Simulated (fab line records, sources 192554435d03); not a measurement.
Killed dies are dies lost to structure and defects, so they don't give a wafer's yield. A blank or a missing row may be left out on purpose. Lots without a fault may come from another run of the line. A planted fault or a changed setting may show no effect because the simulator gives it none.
fab line records | flow n5_finfet
record lots=7 wafers=39
route steps=1938 shown BEOL_M8@1368 BEOL_M13@1694 MIM_BOT@1833 PAD_METAL@1896
start_h: hours from the record's first day to the start of the lot's first wafer shown | wait_h: hours since the lot's step before | " the same as in the row above | L1.1+2: a row that stands for several wafers | - no value, or no start given | * or withheld: withheld | < > ~ a bound
route shown NAME@n: a module of which the file shows steps, and the number in the route of the first | usual: mean/standard deviation of fault-free wafers | same: alike in all rows | chamber/n: place in a boat | sites: the reading at each site | _std_site: their standard deviation | _edge_site: outer sites' mean less inner sites' | radius_mm: how far each site lies from the wafer's centre | mask NAME#n: copy n | behind: the tool/chamber that last shaped the wafer | hold: why the lot was held/for how many hours/how that ended | device: the transistor (n, p or np) that didn't switch | end of line: the same wafers' tests at the end of the route | a step without rows: its recipe alone | killed: dies lost to structure and defects at the first sort, not the wafer's yield | map: a wafer's dies, x killed, . not, _ none there
set.NAME: the setting as run; set.NAME@STEP: as run at that earlier step | model.NAME: the simulator's own value behind a step, which no gauge read
lots whose settings were changed on purpose; a table a step, a row a wafer
## steps
# step N5_BEOL_M8_DESCUM_33
# recipe chemistry=O2 time_s=7 source_power_w=50 bias_power_w=20 pressure_mtorr=20 rf_frequency_hz=2.712e+07 temp_c=40 resist=CAR-EUV o2_flow_sccm=225
# columns lot.wafer tool chamber start_h wait_h set.time_s model.CAR-EUV_of_BEOL_M8_COAT_22.thk_nm
L077.1+3+6 rie_diel-05 1,3,0 229.49 0.0 4.961 27
L077.2+4+5 " 2,0,3 " " 7 26
L076.1+2+3 rie_diel-03 2,3,1 229.89 0.0 7 26
L076.4+5 " 0 " " 5.729 26.6
L076.6 " 3 " " 5.729 26.4
L079.1+3+6 rie_diel-01 0,3,0 243.81 0.0 3.502 27.6
L079.2+4+5 " 2,1,1 " " 7 26
L082.1+4+6 rie_diel-01 3,2,1 265.41 0.1 7 26
L083.1 rie_diel-01 0 272.13 0.1 7 26
L083.2+3+4+5+6 " 1,3,2,1,0 " " 7 26.2
L087.1+6 rie_diel-03 3,2 294.43 0.0 4.453 27.2
L087.2+4 " 2,3 " " 7 26
L087.3 " 2 " " 4.453 27.4
L087.5 " 3 " " 7 25.8
L092.1 rie_diel-01 1 325.14 0.5 7 25.8
L092.2+3 " 2,3 " " 7 26
L092.4 " 1 " " 3.314 27.8
L092.5+6 " 3,2 " " 3.314 27.6
# step N5_BEOL_M8_ETCH_72
# recipe chemistry=N2/H2 target=underlayer target_depth_a=65 mask_material=CAR-EUV time_s=5.2 ion_energy_ev=200 pressure_mtorr=30 source_w=840 bias_w=150 n2_flow_sccm=200 h2_flow_sccm=200 ends=cleared
# columns lot.wafer tool chamber start_h wait_h set.time_s@BEOL_M8_DESCUM_33 model.CAR-EUV_of_BEOL_M8_COAT_22.thk_nm
L077.1+3+6 rie_diel-05 1,3,0 229.53 0.0 4.961 21.2
L077.2+4+5 " 2,0,3 " " 7 20.2
L076.1+3 rie_diel-03 2,1 229.93 0.0 7 20.4
L076.2 " 3 " " 7 20.2
L076.4 " 0 " " 5.729 21
L076.5+6 " 0,3 " " 5.729 20.8
L079.1+3+6 rie_diel-01 0,3,0 243.85 0.0 3.502 22
L079.2+4+5 " 2,1,1 " " 7 20.2
L082.1+4 rie_diel-01 3,2 265.45 0.0 7 20.2
L082.6 " 1 " " 7 20.4
L083.1+2+3+4+5+6 rie_diel-01 0,1,3,2,1,0 272.16 0.0 7 20.4
L087.1 rie_diel-03 3 294.49 0.0 4.453 21.4
L087.2 " 2 " " 7 20.4
L087.3+6 " 2 " " 4.453 21.6
L087.4+5 " 3 " " 7 20.2
L092.1+2+3 rie_diel-01 1,2,3 325.17 0.0 7 20.2
L092.4+5+6 " 1,3,2 " " 3.314 22
# step N5_BEOL_M13_ETCH_68
# recipe chemistry=N2/H2 target=SOC mask_material=SiARC source_w=3000 bias_w=350 temp_c=40 time_s=355 ion_energy_ev=200 pressure_mtorr=30 n2_flow_sccm=200 h2_flow_sccm=200
# columns lot.wafer tool chamber start_h wait_h set.time_s model.SiARC_of_BEOL_M13_COAT_66.thk_nm
L077.1 rie_diel-04 3 274.83 0.1 355 78.2
L077.2 " 0 " " 433.6 70
L077.3 " 2 " " 433.6 71
L077.4 " 1 " " 355 77.8
L077.5 " 0 " " 433.6 70.4
L077.6 " 3 " " 355 78.6
L076.1 rie_diel-06 1 277.14 0.1 203 90.8
L076.2 " 2 " " 203 91.8
L076.3+4+6 " 0,3,0 " " 355 77.8
L076.5 " 3 " " 203 92
L079.1+4 rie_diel-06 0,2 282.99 0.1 355 77.2
L079.2 " 3 " " 280.1 84.4
L079.3 " 1 " " 280.1 83.4
L079.5 " 1 " " 355 76
L079.6 " 2 " " 280.1 84.2
L082.1 rie_diel-02 2 305.57 0.1 355 76.4
L082.4 " 3 " " 355 77
L082.6 " 0 " " 355 77.6
L083.1 rie_diel-06 0 311.11 0.1 355 77
L083.2 " 3 " " 355 76.8
L083.3 " 1 " " 561.2 56.2
L083.4 " 2 " " 355 77.6
L083.5 " 1 " " 561.2 56
L083.6 " 0 " " 561.2 58.2
L087.1 rie_diel-06 2 334.87 0.1 355 77
L087.2 " 1 " " 355 76
L087.3 " 0 " " 355 78
L087.4 " 3 " " 355 77.6
L087.5 " 3 " " 355 77.8
L087.6 " 0 " " 355 77.4
L092.1 rie_diel-06 1 364.45 0.1 296.3 81.4
L092.2 " 3 " " 355 77.6
L092.3 " 2 " " 355 77.2
L092.4 " 2 " " 355 76.8
L092.5 " 1 " " 296.3 81
L092.6 " 3 " " 296.3 83.2
# step N5_MIM_BOT_SPUTTER_00
# recipe material=TiN target_thk_a=350 temp_c=200 power_w=3000 chamber_pressure_pa=0.49996 gas=Ar reactive_partial_pa=0.37997 time_s=89.7
# columns lot.wafer tool chamber start_h wait_h set.time_s model.TiN_of_MIM_BOT_SPUTTER_00.thk_nm
L077.1 pvd_sputter-01 - 293.07 0.0 89.7 35
L077.2 " - " " 89.7 35.2
L077.3+5+6 " - " " 89.7 34.8
L077.4 " - " " 89.7 34.4
L076.1 pvd_sputter-01 - 296.07 0.0 69.44 27
L076.2+4 " - " " 89.7 34.6
L076.3 " - " " 89.7 34.2
L076.5 " - " " 69.44 26.8
L076.6 " - " " 69.44 26.6
L079.1 pvd_sputter-03 - 306.77 0.0 89.7 35
L079.2 " - " " 89.7 35.6
L079.3 " - " " 89.7 35.4
L079.4 " - " " 89.7 36
L079.5 " - " " 89.7 35.2
L079.6 " - " " 89.7 36.2
L082.1 pvd_sputter-01 - 320.47 0.0 89.7 34.8
L082.4 " - " " 89.7 34.6
L082.6 " - " " 89.7 34.4
L083.1 pvd_sputter-01 - 330.91 0.0 89.7 35
L083.2 " - " " 106.1 41
L083.3 " - " " 89.7 34.4
L083.4 " - " " 106.1 41.2
L083.5 " - " " 89.7 34.8
L083.6 " - " " 106.1 41.4
L087.1 pvd_sputter-02 - 348.58 0.0 89.7 35
L087.2+6 " - " " 89.7 34.8
L087.3 " - " " 89.7 34.2
L087.4+5 " - " " 89.7 34.6
L092.1 pvd_sputter-02 - 380.77 0.0 89.7 35.2
L092.2+6 " - " " 89.7 35
L092.3+4 " - " " 45.97 17.8
L092.5 " - " " 45.97 17.4
# step N5_PASSIVATION_AL_DEP_21
# recipe material=Al target_thk_a=28000 temp_c=400 time_s=170 power_w=30000 chamber_pressure_pa=0.4 gas=Ar
# columns lot.wafer tool chamber start_h wait_h set.time_s model.Al_of_PASSIVATION_AL_DEP_21.thk_nm
L077.1 pvd_sputter-01 - 302.26 0.1 170 2746
L077.2 " - " " 170 2765
L077.3 " - " " 170 2722
L077.4 " - " " 170 2773
L077.5 " - " " 170 2748
L077.6 " - " " 170 2788
L076.1 pvd_sputter-03 - 302.70 0.1 170 2763
L076.2 " - " " 170 2790
L076.3 " - " " 170 2716
L076.4 " - " " 170 2747
L076.5 " - " " 170 2768
L076.6 " - " " 170 2731
L079.1 pvd_sputter-02 - 313.91 0.1 170 2767
L079.2 " - " " 170 2771
L079.3 " - " " 170 2742
L079.4 " - " " 199.4 3238
L079.5 " - " " 199.4 3248
L079.6 " - " " 199.4 3264
L082.1 pvd_sputter-03 - 326.68 0.1 170 2815
L082.4 " - " " 170 2804
L082.6 " - " " 170 2801
L083.1 pvd_sputter-03 - 336.81 0.1 111 1845
L083.2 " - " " 111 1889
L083.3 " - " " 170 2871
L083.4 " - " " 170 2830
L083.5 " - " " 111 1911
L083.6 " - " " 170 2816
L087.1 pvd_sputter-02 - 359.11 0.1 170 2710
L087.2 " - " " 207.3 3359
L087.3 " - " " 207.3 3338
L087.4 " - " " 170 2728
L087.5 " - " " 170 2726
L087.6 " - " " 207.3 3381
L092.1 pvd_sputter-03 - 385.74 0.1 108.8 1831
L092.2 " - " " 170 2784
L092.3 " - " " 170 2751
L092.4 " - " " 108.8 1790
L092.5 " - " " 108.8 1781
L092.6 " - " " 170 2746
## key
split step=N5_BEOL_M8_DESCUM_33 setting=time_s stated=7 by=wafer
response step=N5_BEOL_M8_DESCUM_33 reading=model.CAR-EUV_of_BEOL_M8_COAT_22.thk_nm change=-0.0333 per=1% r=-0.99
response step=N5_BEOL_M8_ETCH_72 reading=model.CAR-EUV_of_BEOL_M8_COAT_22.thk_nm change=-0.0347 per=1% r=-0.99
split step=N5_BEOL_M13_ETCH_68 setting=time_s stated=355 by=wafer
response step=N5_BEOL_M13_ETCH_68 reading=model.SiARC_of_BEOL_M13_COAT_66.thk_nm change=-0.338 per=1% r=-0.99
split step=N5_MIM_BOT_SPUTTER_00 setting=time_s stated=89.7 by=wafer
response step=N5_MIM_BOT_SPUTTER_00 reading=model.TiN_of_MIM_BOT_SPUTTER_00.thk_nm change=+0.354 per=1% r=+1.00
split step=N5_PASSIVATION_AL_DEP_21 setting=time_s stated=170 by=wafer
response step=N5_PASSIVATION_AL_DEP_21 reading=model.Al_of_PASSIVATION_AL_DEP_21.thk_nm change=+27.5 per=1% r=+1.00
